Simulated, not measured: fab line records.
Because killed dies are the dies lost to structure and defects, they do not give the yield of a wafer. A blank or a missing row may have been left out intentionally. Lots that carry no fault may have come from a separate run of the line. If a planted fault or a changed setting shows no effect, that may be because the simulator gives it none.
fab line records | flow n5-finfet
record lots=5 wafers=14 last-day=21
route steps=1938 shown BEOL_M4@1051 PASSIVATION@1936
lots that met no fault: from a run of the same line without faults
start-h: the number of hours between the record's first day and the start of the first shown wafer of the lot | wait-h: hours from the lot's prior step to this one | " the same as in the row above | L1.1+2: several wafers, shown together as one row | - either no value or no given start | * or withheld: withheld | < > ~ a bound
route shown NAME@n: names a module that has steps shown in the file, with the first one's number in the route | usual: mean/standard deviation of fault-free wafers | same: alike in all rows | chamber/n: place in a boat | sites: per-site readings | _std_site: standard deviation across them | _edge_site: the outer-site mean with the inner-site mean subtracted | radius-mm: for every site, how far away it sits from the centre of the wafer | mask NAME#n: copy n | behind: the last tool/chamber to shape the wafer | hold: cause of the lot's hold/its duration in hours/its outcome | device: which transistor (n, p or np) failed to switch | end of line: the route-end tests of the same wafers | step lacking rows: just its recipe | killed: the dies lost at the first sort to structure and to defects; this is not the yield of the wafer | map: shows each die of a wafer: x if killed, . if not, _ if none is there
set.NAME: setting as actually run; set.NAME@STEP: the setting as run at that earlier step | model.NAME: the simulator's own value behind a step, which no gauge read
lots at selected steps of the route; one table per step, one row per wafer
services: a tool's chamber out of use, with start hour (start-h, from the record's first day; less than 0 if before it), hours out, and reason
## steps
# step N5_BEOL_M4_EBR_24
# recipe solvent=PGMEA ebr-width-mm=1.5
# step N5_BEOL_M4_SOFTBAKE_23
# recipe temp-c=110 time-s=60 resist=CAR-EUV
# step N5_BEOL_M4_EXPOSE_25
# recipe mask-id=V3 na=0.33 source-shape=quasar sigma-inner=0.2 sigma-outer=0.8 polarization=unpolarized defocus-nm=5 dose-mj=63
# step N5_BEOL_M4_PEB_26
# recipe peb-temp-c=100 peb-time-s=60 resist=CAR-EUV
# step N5_BEOL_M4_DEVELOP_27
# recipe develop-time-s=30 developer=TMAH resist=CAR-EUV rinse-liquid=surfactant-rinse dry=air-spin dev-temp-c=23
# step N5_BEOL_M4_CD_MEAS_28
# recipe target-cd-nm=26.2 landing-energy-ev=500 detector=se-inlens target-cd-y-nm=24.1 polarity=opening
# usual cd-nm=26.30/0.27
# columns lot.wafer tool chamber start-h wait-h cd-nm
L875.2 cd-sem-01 0 247.68 - 26.47
L875.3 " 0 " " 26.37
L875.6 " 0 " " 26.59
L877.2 cd-sem-02 0 251.99 - 26.94
L877.4 " 0 " " 26.33
L877.5 " 0 " " 26.19
L881.1 cd-sem-03 0 271.23 - 25.93
L881.2 " 0 " " 26.03
L881.4 " 0 " " 26.29
L888.2 cd-sem-03 0 317.65 - 26.41
L888.5 " 0 " " 26.51
L892.1 cd-sem-02 0 355.14 - 26.19
L892.4 " 0 " " 26.40
L892.5 " 0 " " 26.06
# step N5_BEOL_M4_OVL_MEAS_29
# recipe points-per-wafer=522
# usual V3_OVL=-0.3/0.65
# columns lot.wafer tool chamber start-h wait-h V3_OVL[nm]
L875.2 overlay-01 0 247.71 0.0 0.0
L875.3 " 0 " " 1.6
L875.6 " 0 " " 0.8
L877.2 overlay-01 0 252.02 0.0 -0.8
L877.4 " 0 " " -0.5
L877.5 " 0 " " -1.2
L881.1 overlay-02 0 271.26 0.0 -0.3
L881.2 " 0 " " 0.0
L881.4 " 0 " " 0.4
L888.2 overlay-02 0 317.68 0.0 -1.7
L888.5 " 0 " " -0.9
L892.1 overlay-01 0 355.17 0.0 -0.8
L892.4 " 0 " " -0.5
L892.5 " 0 " " -1.4
# step N5_BEOL_M4_INSPECT_30
# recipe mode=adi inspect-instrument=brightfield
# usual raw-defect-count=414/100
# columns lot.wafer tool chamber start-h wait-h raw-defect-count
L875.2 defect-inspect-02 - 247.77 0.0 296
L875.3 " - " " 365
L875.6 " - " " 322
L877.2 defect-inspect-01 - 252.07 0.0 298
L877.4 " - " " 393
L877.5 " - " " 525
L881.1 defect-inspect-02 - 271.32 0.1 350
L881.2 " - " " 516
L881.4 " - " " 447
L888.2 defect-inspect-01 - 317.73 0.0 533
L888.5 " - " " 527
L892.1 defect-inspect-01 - 355.23 0.1 522
L892.4 " - " " 321
L892.5 " - " " 317
# step N5_BEOL_M4_DESCUM_33
# recipe chemistry=O2 time-s=7 source-power-w=50 bias-power-w=20 pressure-mtorr=20 rf-frequency-hz=2.712e+07 temp-c=40 resist=CAR-EUV o2-flow-sccm=225
# usual bias-power-w=20.00/0.057 chamber-pressure-mTorr=20.000/0.019 drypump-motor-current-A=6.0/0.39 oes-product-au=0.80/0.065 rf-vpp-V=244.0/1.4 showerhead-plenum-p-Torr=2.15/0.069 throttle-valve-pct=20.34/0.19
# same time-s=7
# columns lot.wafer tool chamber start-h wait-h bias-power-w chamber-pressure-mTorr drypump-motor-current-A oes-product-au rf-hours-counter-h rf-vpp-V showerhead-plenum-p-Torr throttle-valve-pct
L875.2 rie-diel-05 3 247.80 0.0 19.96 19.994 6.7 0.85 48 245.0 2.24 20.44
L875.3 " 0 " " 20.02 19.955 5.7 0.78 86 245.4 2.21 20.14
L875.6 " 2 " " 20.03 19.996 5.8 0.82 - 244.5 2.09 20.10
L877.2 rie-diel-01 0 252.11 0.0 19.99 20.000 6.2 0.79 107 245.5 2.19 20.31
L877.4 " 3 " " 20.03 19.992 6.4 0.73 200 242.8 2.09 20.26
L877.5 " 1 " " 19.94 20.004 5.9 0.97 - 241.7 2.08 20.58
L881.1 rie-diel-05 0 271.36 0.0 19.92 20.007 5.7 0.78 89 245.5 2.20 20.13
L881.2 " 3 " " 20.01 19.963 6.7 0.82 58 245.3 2.24 20.46
L881.4 " 1 " " 20.00 19.962 6.2 0.87 52 244.4 2.22 20.61
L888.2 rie-diel-05 3 317.77 0.0 19.98 20.012 6.7 0.80 78 245.3 2.23 20.47
L888.5 " 1 " " 19.97 19.987 6.2 0.84 - 244.4 2.21 20.62
L892.1 rie-diel-05 1 355.40 0.2 20.02 19.988 6.2 0.82 87 242.6 2.20 20.65
L892.4 " 0 " " 20.06 20.011 5.7 0.74 125 245.2 2.19 20.20
L892.5 " 2 " " 19.99 20.040 5.8 0.78 - 242.0 2.08 20.16
# step N5_BEOL_M4_ETCH_77
# recipe chemistry=N2/H2 target=underlayer target-depth-a=65 mask-material=CAR-EUV time-s=5.2 ion-energy-ev=200 pressure-mtorr=30 source-w=840 bias-w=150 n2-flow-sccm=200 h2-flow-sccm=200 ends=cleared
# usual chamber-pressure-mTorr=30.00/0.039 drypump-motor-current-A=6.0/0.39 etch-rf-on-time-s=5.17/0.15 oes-product-au=0.68/0.055 rf-vpp-V=526.0/2.5 showerhead-plenum-p-Torr=2.62/0.077 throttle-valve-pct=17.79/0.26
# columns lot.wafer tool chamber start-h wait-h chamber-pressure-mTorr drypump-motor-current-A etch-rf-on-time-s oes-product-au rf-hours-counter-h rf-vpp-V showerhead-plenum-p-Torr throttle-valve-pct
L875.2 rie-diel-05 3 247.83 0.0 30.06 6.7 5.03 0.73 48 529.1 2.67 17.50
L875.3 " 0 " " 30.02 5.7 5.08 0.68 86 531.5 2.65 17.37
L875.6 " 2 " " 30.00 5.8 5.42 0.70 - 525.5 2.58 17.76
L877.2 rie-diel-01 0 252.14 0.0 30.05 6.2 5.23 0.66 107 528.0 2.70 18.08
L877.4 " 3 " " 30.01 6.5 5.38 0.60 200 523.2 2.52 17.66
L877.5 " 1 " " 29.97 5.9 5.16 0.81 - 523.8 2.49 17.80
L881.1 rie-diel-05 0 271.39 0.0 30.00 5.7 5.03 0.68 89 528.3 2.65 17.37
L881.2 " 3 " " 30.06 6.7 4.96 0.72 58 527.0 2.67 17.51
L881.4 " 1 " " 30.01 6.2 5.02 0.74 52 530.1 2.71 18.15
L888.2 rie-diel-05 3 317.80 0.0 30.08 6.7 5.06 0.70 78 529.3 2.66 17.54
L888.5 " 1 " " 29.93 6.1 5.05 0.71 - 529.0 2.70 18.15
L892.1 rie-diel-05 1 355.44 0.0 30.05 6.2 5.11 0.70 87 529.0 2.69 18.22
L892.4 " 0 " " 29.99 5.7 5.09 0.65 125 528.1 2.64 17.41
L892.5 " 2 " " 29.97 5.8 5.32 0.67 - 524.8 2.56 17.84
# step N5_BEOL_M4_ETCH_69
# recipe chemistry=CF4 target=SiARC target-depth-a=156 mask-material=CAR-EUV time-s=26 ion-energy-ev=80 pressure-mtorr=40 source-w=545 bias-w=36 Ar_flow_sccm=100 cf4-flow-sccm=100 ends=cleared
# usual chamber-pressure-mTorr=40.00/0.04 drypump-motor-current-A=6.0/0.39 etch-rf-on-time-s=26.0/0.67 oes-product-au=0.68/0.055 rf-vpp-V=184.7/1 showerhead-plenum-p-Torr=2.20/0.06 throttle-valve-pct=15.51/0.12
# columns lot.wafer tool chamber start-h wait-h chamber-pressure-mTorr drypump-motor-current-A etch-rf-on-time-s oes-product-au rf-hours-counter-h rf-vpp-V showerhead-plenum-p-Torr throttle-valve-pct
L875.2 rie-diel-05 3 247.85 0.0 40.01 6.7 25.5 0.73 48 184.7 2.25 15.34
L875.3 " 0 " " 39.94 5.7 25.4 0.68 86 184.5 2.24 15.29
L875.6 " 2 " " 40.03 5.8 26.7 0.71 - 183.8 2.17 15.47
L877.2 rie-diel-01 0 252.16 0.0 40.03 6.2 26.3 0.67 107 185.1 2.25 15.53
L877.4 " 3 " " 39.91 6.4 27.0 0.61 200 185.0 2.12 15.44
L877.5 " 1 " " 39.97 6.0 25.8 0.82 - 183.3 2.11 15.48
L881.1 rie-diel-05 0 271.41 0.0 40.04 5.7 25.3 0.69 89 184.7 2.24 15.30
L881.2 " 3 " " 40.01 6.7 25.4 0.72 58 186.5 2.25 15.36
L881.4 " 1 " " 39.93 6.2 25.8 0.74 52 184.3 2.26 15.65
L888.2 rie-diel-05 3 317.82 0.0 39.96 6.7 25.4 0.69 78 184.2 2.24 15.41
L888.5 " 1 " " 40.00 6.2 25.7 0.71 - 186.0 2.26 15.70
L892.1 rie-diel-05 1 355.45 0.0 39.96 6.2 26.1 0.69 87 185.3 2.25 15.71
L892.4 " 0 " " 40.05 5.7 25.5 0.65 125 183.8 2.23 15.37
L892.5 " 2 " " 40.03 5.8 26.7 0.67 - 184.1 2.15 15.55
# step N5_BEOL_M4_ALD_98
# recipe material=SiO2 target-thk-a=25 temp-c=100 ald-precursor-family=BDEAS ald-co-reactant=O2-plasma pulse-time-s=1 co-reactant-pulse-time-s=1 purge-time-s=2 co-reactant-purge-time-s=2 ald-cycles=17 pressure-torr=2
# usual chamber-pressure-Torr=2.000/0.0048 heater-power-w=80/9.3 precursor-pulse-height-rel=1.001/0.02
# columns lot.wafer tool chamber start-h wait-h chamber-pressure-Torr heater-power-w precursor-pulse-height-rel
L875.2 ald-sin-01 0 247.93 0.1 1.998 84 0.994
L875.3 " 2 " " 2.008 104 1.006
L875.6 " 3 " " 2.005 83 1.044
L877.2 ald-sin-02 0 252.24 0.1 2.001 83 1.012
L877.4 " 2 " " 1.994 77 0.982
L877.5 " 1 " " 1.998 81 1.001
L881.1 ald-sin-03 0 271.54 0.1 2.000 73 1.014
L881.2 " 1 " " 1.987 76 0.989
L881.4 " 2 " " 2.003 76 0.994
L888.2 ald-sin-01 2 319.13 1.3 2.003 103 1.013
L888.5 " 1 " " 2.000 68 0.998
L892.1 ald-sin-03 3 355.54 0.1 1.989 84 1.008
L892.4 " 0 " " 2.004 72 1.004
L892.5 " 2 " " 1.994 76 1.005
# step N5_BEOL_M4_ETCHBACK_99
# recipe chemistry=CHF3 target=SiO2 target-depth-a=50 time-s=10.4 source-w=215 bias-w=47 Ar_flow_sccm=200 CHF3_flow_sccm=12 ion-energy-ev=100 pressure-mtorr=30
# usual CHF3_flow_sccm=12.00/0.037 chamber-pressure-mTorr=30.000/0.026 drypump-motor-current-A=6.0/0.41 oes-product-au=0.79/0.08 rf-vpp-V=242/6.3 showerhead-plenum-p-Torr=2.18/0.076 throttle-valve-pct=16.97/0.15
# same time-s=10.4
# columns lot.wafer tool chamber start-h wait-h CHF3_flow_sccm chamber-pressure-mTorr drypump-motor-current-A oes-product-au rf-hours-counter-h rf-vpp-V showerhead-plenum-p-Torr throttle-valve-pct model.CAR-EUV_of_BEOL_M4_COAT_22.thk-nm
L875.2 rie-diel-01 2 301.01 53.0 11.99 30.009 5.5 0.70 228 246 2.13 17.03 10.2
L875.3 " 0 " " 12.03 29.993 6.2 0.78 126 238 2.28 17.16 10.4
L875.6 " 0 " " 12.03 30.025 6.2 0.77 - 238 2.28 17.16 10.4
L877.2 rie-diel-05 0 301.18 48.9 12.04 30.008 5.7 0.78 100 233 2.26 16.82 10.4
L877.4 " 2 " " 11.99 30.018 5.8 0.80 93 241 2.15 16.86 10.6
L877.5 " 3 " " 11.96 29.984 6.7 0.82 - 241 2.29 16.97 10.4
L881.1 rie-diel-01 2 322.48 50.9 12.01 30.044 5.5 0.70 238 247 2.12 17.06 10.4
L881.2 " 0 " " 12.02 30.067 6.2 0.77 136 239 2.28 17.19 10.4
L881.4 " 1 " " 11.96 30.027 5.9 0.89 25 243 2.09 16.88 10.6
L888.2 rie-diel-01 1 372.63 53.4 11.98 30.031 5.9 1.08 45 244 2.08 16.91 10
L888.5 " 3 " " 11.96 30.026 6.4 0.67 - 246 2.11 16.94 10.6
L892.1 rie-diel-04 2 397.30 41.7 12.00 29.981 5.7 0.72 176 255 2.14 17.01 10.6
L892.4 " 1 " " 12.00 29.995 6.3 0.83 84 233 2.19 17.21 10.2
L892.5 " 1 " " 12.01 30.004 6.3 0.83 - 233 2.19 17.22 10.4
# step N5_BEOL_M4_ETCH_70
# recipe chemistry=N2/H2 target=SOC target-depth-a=800 overetch-a=240 mask-material=SiARC temp-c=40 time-s=130 ion-energy-ev=200 pressure-mtorr=30 source-w=840 bias-w=150 n2-flow-sccm=200 h2-flow-sccm=200
# usual chamber-pressure-mTorr=29.997/0.026 drypump-motor-current-A=6.0/0.41 oes-product-au=0.58/0.053 rf-vpp-V=524.6/2.2 showerhead-plenum-p-Torr=2.58/0.08 throttle-valve-pct=17.78/0.22
# same time-s=130
# columns lot.wafer tool chamber start-h wait-h chamber-pressure-mTorr drypump-motor-current-A oes-product-au rf-hours-counter-h rf-vpp-V showerhead-plenum-p-Torr throttle-valve-pct
L875.2 rie-diel-01 2 301.05 0.0 29.979 5.6 0.51 228 522.5 2.52 17.78
L875.3 " 0 " " 29.994 6.2 0.57 126 526.6 2.69 18.06
L875.6 " 0 " " 29.969 6.2 0.57 - 529.4 2.69 18.04
L877.2 rie-diel-05 0 301.21 0.0 29.970 5.7 0.57 100 526.7 2.65 17.35
L877.4 " 2 " " 29.968 5.8 0.59 93 524.5 2.57 17.77
L877.5 " 3 " " 29.967 6.7 0.60 - 526.8 2.67 17.49
L881.1 rie-diel-01 2 322.52 0.0 30.009 5.6 0.52 238 523.6 2.52 17.79
L881.2 " 0 " " 29.990 6.2 0.56 136 526.1 2.69 18.08
L881.4 " 1 " " 29.908 6.0 0.65 25 523.9 2.48 17.75
L888.2 rie-diel-01 1 372.66 0.0 30.011 5.9 0.63 45 521.6 2.47 17.81
L888.5 " 3 " " 29.998 6.4 0.50 - 522.7 2.50 17.70
L892.1 rie-diel-04 2 397.34 0.0 29.962 5.7 0.53 176 522.5 2.52 17.73
L892.4 " 1 " " 30.012 6.3 0.61 84 525.9 2.59 18.11
L892.5 " 1 " " 30.040 6.3 0.61 - 525.6 2.59 18.09
# step N5_BEOL_M4_RC_MEAS_101
# usual DIBL_N=37.7/2 DIBL_P=37.7/2.3 IOFF_N=0.18/0.039 IOFF_P=0.23/0.042 ION_N=681/12 ION_P=463/8 SS_N=71.9/0.68 SS_P=73.6/0.71 VT_N=248/3.2 VT_P=-249/3.1
# columns lot.wafer tool chamber start-h wait-h DIBL_N[mV/V] DIBL_P[mV/V] IOFF_N[nA/um] IOFF_P[nA/um] ION_N[uA/um] ION_P[uA/um] SS_N[mV/dec] SS_P[mV/dec] VT_N[mV] VT_P[mV]
L875.2 prober-01 0 305.45 0.2 38.0 39.8 0.20 0.25 684 466 72.1 75.0 244 -250
L875.3 " 0 " " 36.3 37.4 0.16 0.19 685 465 72.2 73.8 250 -249
L875.6 " 0 " " 36.6 38.5 0.18 0.22 701 473 72.0 73.5 244 -249
L877.2 prober-02 0 307.14 0.2 35.6 37.0 0.15 0.21 677 465 72.3 73.8 253 -251
L877.4 " 0 " " 41.6 42.8 0.27 0.31 699 465 73.3 75.9 245 -246
L877.5 " 0 " " 37.2 36.3 0.17 0.19 672 456 71.5 74.2 251 -253
L881.1 prober-02 0 326.75 0.0 40.5 39.8 0.26 0.26 702 466 72.6 74.1 241 -245
L881.2 " 0 " " 38.0 37.5 0.19 0.22 694 467 72.0 73.7 247 -250
L881.4 " 0 " " 37.8 36.4 0.18 0.21 664 454 72.2 74.0 250 -254
L888.2 prober-01 0 378.01 0.2 40.0 39.9 0.21 0.24 675 461 72.4 74.3 249 -251
L888.5 " 0 " " 35.8 37.0 0.14 0.20 662 462 71.0 72.8 253 -250
L892.1 prober-02 0 402.27 0.0 38.4 37.0 0.23 0.25 706 471 72.1 73.2 241 -246
L892.4 " 0 " " 37.0 34.9 0.16 0.21 663 455 71.9 72.4 251 -247
L892.5 " 0 " " 38.9 39.3 0.24 0.29 705 475 72.5 75.0 241 -245
# step N5_PASSIVATION_PROBE_49
# usual defect-limited-yield=91.1/1.4 killed_at_M0_to_M3=34/9.6 killed_at_M4_up=15/5.3 killed-at-contacts=12/6.1 killed-at-front-end=40/11 killed-at-other=3.5/2.8 killed-dies=105/17 killed-open=70/12 killed-short=34/7.7 sort_bin_4_leakage=0.01/0.07 sort_bin_5_function=5.2/0.97 sort_bin_6_memory=3.4/0.62 sort-n-pass=1075/17 sort-yield-pct=91.1/1.4
# same gross-dies=1180 killed-at-back-side=0 sort_bin_8_speed[%]=0
# columns lot.wafer tool chamber start-h wait-h defect-limited-yield[%] killed_at_M0_to_M3 killed_at_M4_up killed-at-contacts killed-at-front-end killed-at-other killed-dies killed-open killed-short sort_bin_4_leakage[%] sort_bin_5_function[%] sort_bin_6_memory[%] sort-n-pass sort-yield-pct[%]
L875.2 prober-01 - 412.24 0.1 88.8 32 14 16 59 11 132 87 43 0 7.1 3.7 1048 88.8
L875.3 prober-01 - 412.29 0.1 89.1 38 14 15 56 6 129 89 40 0 6.4 4.1 1051 89.1
L875.6 prober-01 - 412.44 0.3 87.5 43 29 11 63 2 148 95 46 0 6.9 4.7 1032 87.5
# killed by level:class
L875.2 STI_FIN_REVEAL:geometric-particle:open=20 MOL_CONTACT_COAG:geometric-particle:open=13 BEOL_M1:geometric-particle:open=10 BEOL_M4:geometric-particle:open=9 BEOL_M0_SAQP:geometric-particle:open=8 FIN_SAQP:geometric-particle:short=7 BEOL_M0_SAQP:geometric-particle:short=6 BEOL_M2:geometric-particle:open=5
L875.3 STI_FIN_REVEAL:geometric-particle:open=16 FIN_SAQP:geometric-particle:open=14 MOL_CONTACT_COAG:geometric-particle:open=14 BEOL_M0_SAQP:geometric-particle:open=13 BEOL_M0_SAQP:geometric-particle:short=12 FIN_SAQP:geometric-particle:short=6 BEOL_M4:geometric-particle:open=6 GATE_CUT:geometric-particle:short=5
L875.6 BEOL_M4:geometric-particle:open=18 BEOL_M0_SAQP:geometric-particle:short=14 STI_FIN_REVEAL:geometric-particle:open=12 BEOL_M1:geometric-particle:open=12 BEOL_M0_SAQP:geometric-particle:open=10 FIN_SAQP:geometric-particle:open=8 MOL_CONTACT_COAG:geometric-particle:open=7 HKMG_FIN:area-etch=7
## services
# columns tool chamber start-h hours kind
ald-sin-02 - 241.88 6.1 pm
rie-diel-05 0 250.34 11.5 repair
rie-diel-05 0 265.71 1.2 repair
ald-sin-02 3 270.16 6.5 repair
rie-diel-04 3 270.29 - clean
rie-diel-01 1 271.01 14.9 repair
ald-sin-03 3 283.07 3.2 repair
rie-diel-04 - 287.48 28.1 pm
ald-sin-01 2 289.05 6.1 repair
ald-sin-02 - 295.08 0.6 repair
rie-diel-01 1 310.36 2.1 repair
ald-sin-02 - 322.81 14.6 pm
rie-diel-04 2 339.41 7.8 repair
ald-sin-01 - 340.47 2.8 pm
rie-diel-01 2 354.43 - clean
rie-diel-01 2 354.43 - consumable-replace:focus-ring
rie-diel-01 2 354.43 23.2 scheduled-down
rie-diel-01 2 354.43 23.2 vent-cycle
rie-diel-05 0 359.21 8.0 repair
ald-sin-01 - 373.77 14.0 pm
rie-diel-01 3 377.91 - clean
rie-diel-01 3 377.91 - consumable-replace:focus-ring
rie-diel-01 3 377.91 30.8 scheduled-down
rie-diel-01 3 377.91 30.8 vent-cycle
## key
first-sign step=N5_BEOL_M4_ETCHBACK_99 reading=oes-product-au direction=up sigmas=3.6 usual=0.79 struck=1.08
effect none on later readings
model-effect step=N5_BEOL_M4_ETCHBACK_99 value=CAR-EUV_of_BEOL_M4_COAT_22.thk-nm without=10.4 struck=10
met-at N5_BEOL_M4_ETCHBACK_99
struck-wafers L888.2
baseline-loss step=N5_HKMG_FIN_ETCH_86 wafers=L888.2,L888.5
onset-between 322.48 372.63
fault kind=process-parameter-drift tool=rie-diel-01 chamber=- onset-h=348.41 steps=N5_BEOL_M4_ETCHBACK_99 channel=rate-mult offset=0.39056 shape=step end-h=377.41 scope=struck-wafers-only
# baseline-loss: these wafers lose ten dies or more at that step, a loss of the line's own and not of a fault; the sort's usual values leave them out
